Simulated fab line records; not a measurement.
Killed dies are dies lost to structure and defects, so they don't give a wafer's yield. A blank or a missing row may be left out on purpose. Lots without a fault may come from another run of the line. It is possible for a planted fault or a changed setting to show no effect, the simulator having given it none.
Lot-split experiment + flow n5_finfet + route with 1938 steps; 7 lots, 39 wafers read

== SPLIT DETAILS ==
At N5_SD_EPI_P_ETCH_37 (etches SOC in N2/H2, overetch 108 nm, time 486 s), the setting source_w was moved away from the recipe's 3000 W on 15 of the 39 wafers read, by -14.1% to +17.9%. The other wafers ran this setting at the recipe's value.

The reading comes from the split's own step.

== THE READING ==
rf_vpp_V, in V, at N5_SD_EPI_P_ETCH_37 (etches SOC in N2/H2, overetch 108 nm, time 486 s). Fault-free wafers of this fab line usually give 240.5 V, standard deviation 1.1 V.

| wafer  | tool, chamber at the split | source_w as run, W | against the recipe | rf_vpp_V, V | against lot-mates on the recipe |
|--------|----------------------------|--------------------|--------------------|-------------|---------------------------------|
| L076.4 | rie_diel-02, 1             | 3000               | recipe             | 238.9       | -                               |
| L076.5 | rie_diel-02, 0             | 3000               | recipe             | 241.3       | -                               |
| L076.6 | rie_diel-02, 3             | 3000               | recipe             | 241.6       | -                               |
| L078.1 | rie_diel-04, 0             | 3000               | recipe             | 240.7       | -                               |
| L078.2 | rie_diel-04, 1             | 3000               | recipe             | 239.4       | -                               |
| L078.3 | rie_diel-04, 3             | 3000               | recipe             | 239.1       | -                               |
| L078.4 | rie_diel-04, 2             | 3000               | recipe             | 242.6       | -                               |
| L078.5 | rie_diel-04, 0             | 3000               | recipe             | 240.9       | -                               |
| L078.6 | rie_diel-04, 1             | 3000               | recipe             | 238.9       | -                               |
| L080.1 | rie_diel-05, 0             | 3000               | recipe             | 242.2       | -                               |
| L080.2 | rie_diel-05, 1             | 3224               | +7.5%              | 236.6       | -4.2                            |
| L080.3 | rie_diel-05, 3             | 3224               | +7.5%              | 234.0       | -6.8                            |
| L080.4 | rie_diel-05, 2             | 3224               | +7.5%              | 235.1       | -5.7                            |
| L080.5 | rie_diel-05, 3             | 3000               | recipe             | 240.5       | -                               |
| L080.6 | rie_diel-05, 0             | 3000               | recipe             | 239.8       | -                               |
| L084.1 | rie_diel-02, 0             | 3257               | +8.6%              | 234.1       | -5.5                            |
| L084.2 | rie_diel-02, 2             | 3000               | recipe             | 240.1       | -                               |
| L084.3 | rie_diel-02, 1             | 3000               | recipe             | 237.8       | -                               |
| L084.4 | rie_diel-02, 3             | 3257               | +8.6%              | 233.1       | -6.5                            |
| L084.5 | rie_diel-02, 0             | 3257               | +8.6%              | 232.9       | -6.7                            |
| L084.6 | rie_diel-02, 3             | 3000               | recipe             | 240.9       | -                               |
| L089.1 | rie_diel-05, 0             | 3000               | recipe             | 238.6       | -                               |
| L089.2 | rie_diel-05, 2             | 3000               | recipe             | 241.2       | -                               |
| L089.3 | rie_diel-05, 1             | 2576               | -14.1%             | 253.5       | +13.2                           |
| L089.4 | rie_diel-05, 3             | 2576               | -14.1%             | 253.4       | +13.1                           |
| L089.5 | rie_diel-05, 0             | 3000               | recipe             | 241.1       | -                               |
| L089.6 | rie_diel-05, 1             | 2576               | -14.1%             | 254.7       | +14.4                           |
| L093.1 | rie_diel-04, 0             | 3291               | +9.7%              | 234.0       | -6.1                            |
| L093.2 | rie_diel-04, 3             | 3000               | recipe             | 238.4       | -                               |
| L093.3 | rie_diel-04, 1             | 3291               | +9.7%              | 230.3       | -9.8                            |
| L093.4 | rie_diel-04, 2             | 3000               | recipe             | 241.0       | -                               |
| L093.5 | rie_diel-04, 0             | 3000               | recipe             | 240.8       | -                               |
| L093.6 | rie_diel-04, 3             | 3291               | +9.7%              | 233.2       | -6.9                            |
| L097.1 | rie_diel-05, 2             | 3537               | +17.9%             | 227.1       | -13.9                           |
| L097.2 | rie_diel-05, 1             | 3537               | +17.9%             | 226.9       | -14.1                           |
| L097.3 | rie_diel-05, 3             | 3000               | recipe             | 241.3       | -                               |
| L097.4 | rie_diel-05, 0             | 3000               | recipe             | 242.0       | -                               |
| L097.5 | rie_diel-05, 0             | 3537               | +17.9%             | 227.6       | -13.4                           |
| L097.6 | rie_diel-05, 3             | 3000               | recipe             | 239.6       | -                               |

FIT RESULTS
A straight line over all 39 wafers: rf_vpp_V changes by -0.823 V for each +1% of source_w; r = -0.98; the points scatter about the line by 1.3 V.
The same after taking each lot's own level away (the mean of its wafers on the recipe; 39 wafers): -0.831 V for each +1%; r = -0.98; scatter 1.3 V.
Per that fit: largest source_w move, reading shift of 15 V.
From 239.60 to 240.97 V: that is the span of the lots' own levels, equal to 1.2 times the standard deviation above.
Consequently the slope shifts little with the lot-to-lot level, the two slopes agreeing.
Check: with one of the wafers moved furthest among these (+17.9%) left out of the fit, the line predicts -14.6 V for it against its lot-mates. It came out at -13.9 V against them.
Tool readings at the split's step, against how far the setting was moved: rf_vpp_V r = -0.98.

== ADDITIONAL SPLITS CARRIED BY THESE WAFERS ==
These wafers also went through other splits before the reading. Each is held against what the fit with the lots' levels taken away leaves over:
| other split on the same wafers | wafers away from the commonest value | r with rf_vpp_V (lot level and that fit taken away) |
|--------------------------------|--------------------------------------|-----------------------------------------------------|
| N5_SD_EPI_N_ETCH_35 time_s     | 9                                    | +0.13                                               |

== THE WHOLE CHAIN: every reading that the file lists as answering this split, in the file's order ==
| step                | what it does                                     | reading                                                                           | change (the file's fit)               | r (the file's) |
|---------------------|--------------------------------------------------|-----------------------------------------------------------------------------------|---------------------------------------|----------------|
| N5_SD_EPI_P_ETCH_37 | etches SOC in N2/H2, overetch 108 nm, time 486 s | rf_vpp_V                                                                          | -0.817 V for each +1% of the setting  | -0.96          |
| N5_SD_EPI_P_ETCH_37 | etches SOC in N2/H2, overetch 108 nm, time 486 s | SiARC_of_SD_EPI_P_COAT_35.thk_nm (the simulator's own value, which no gauge read) | -0.124 nm for each +1% of the setting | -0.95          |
| N5_SD_EPI_P_ETCH_16 | etches SiO2 in CHF3/O2, target depth 5 nm        | SiARC_of_SD_EPI_P_COAT_35.thk_nm (the simulator's own value, which no gauge read) | -0.128 nm for each +1% of the setting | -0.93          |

== THE FILE'S OWN FIT ==
rf_vpp_V changes by -0.817 V for each +1% of source_w, r = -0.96.
